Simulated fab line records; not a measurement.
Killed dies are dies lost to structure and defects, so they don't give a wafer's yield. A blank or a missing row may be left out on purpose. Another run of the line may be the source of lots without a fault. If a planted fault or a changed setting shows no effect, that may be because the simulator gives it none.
Matching of chambers / flow n5 finfet / N5_BEOL_M15_ETCH_59 on rie diel-03 has 4 sister chambers
The step etches BARC in N2/H2, target depth 89 nm, overetch 26.7 nm, time 67.9 s. 4 wafers are shown with their chamber, then 9 later ones without.

WAFERS, EACH WITH ITS CHAMBER
wafer=L087.2; chamber=0; showerhead plenum p Torr (Torr)=2.52
wafer=L087.6; chamber=1; showerhead plenum p Torr (Torr)=2.69
wafer=L089.2; chamber=2; showerhead plenum p Torr (Torr)=2.51
wafer=L089.5; chamber=3; showerhead plenum p Torr (Torr)=2.49

WAFERS WITH NO CHAMBER GIVEN
wafer=L090.2; showerhead plenum p Torr (Torr)=2.52
wafer=L090.3; showerhead plenum p Torr (Torr)=2.69
wafer=L090.4; showerhead plenum p Torr (Torr)=2.52
wafer=L095.1; showerhead plenum p Torr (Torr)=2.52
wafer=L095.4; showerhead plenum p Torr (Torr)=2.49
wafer=L095.5; showerhead plenum p Torr (Torr)=2.49
wafer=L096.3; showerhead plenum p Torr (Torr)=2.52
wafer=L096.5; showerhead plenum p Torr (Torr)=2.49
wafer=L096.6; showerhead plenum p Torr (Torr)=2.50

WHICH CHAMBER EACH WENT THROUGH
wafer=L090.2; from the rows above=0; in truth=0
wafer=L090.3; from the rows above=1; in truth=1
wafer=L090.4; from the rows above=0; in truth=0
wafer=L095.1; from the rows above=0; in truth=0
wafer=L095.4; from the rows above=3; in truth=3
wafer=L095.5; from the rows above=3; in truth=3
wafer=L096.3; from the rows above=0; in truth=0
wafer=L096.5; from the rows above=3; in truth=3
wafer=L096.6; from the rows above=can't be placed: 2 or 3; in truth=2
8 of 9 placed correctly. These rows do not allow placing 1 (true chamber among the candidates in 1). Wrongly placed: 0.
How it was worked out, from the rows above alone: a wafer's distance from a chamber is the root of the sum, over the readings, of the square of ((its reading less the chamber's mean) divided by the reading's scatter). If the next closest chamber is less than 2 further off than the closest, the wafer can't be placed; otherwise it belongs to the closest. A chamber's mean is the mean of its shown wafers. The scatter: root of mean squared gap, hidden wafer to nearest shown wafer, with one shown wafer a chamber.
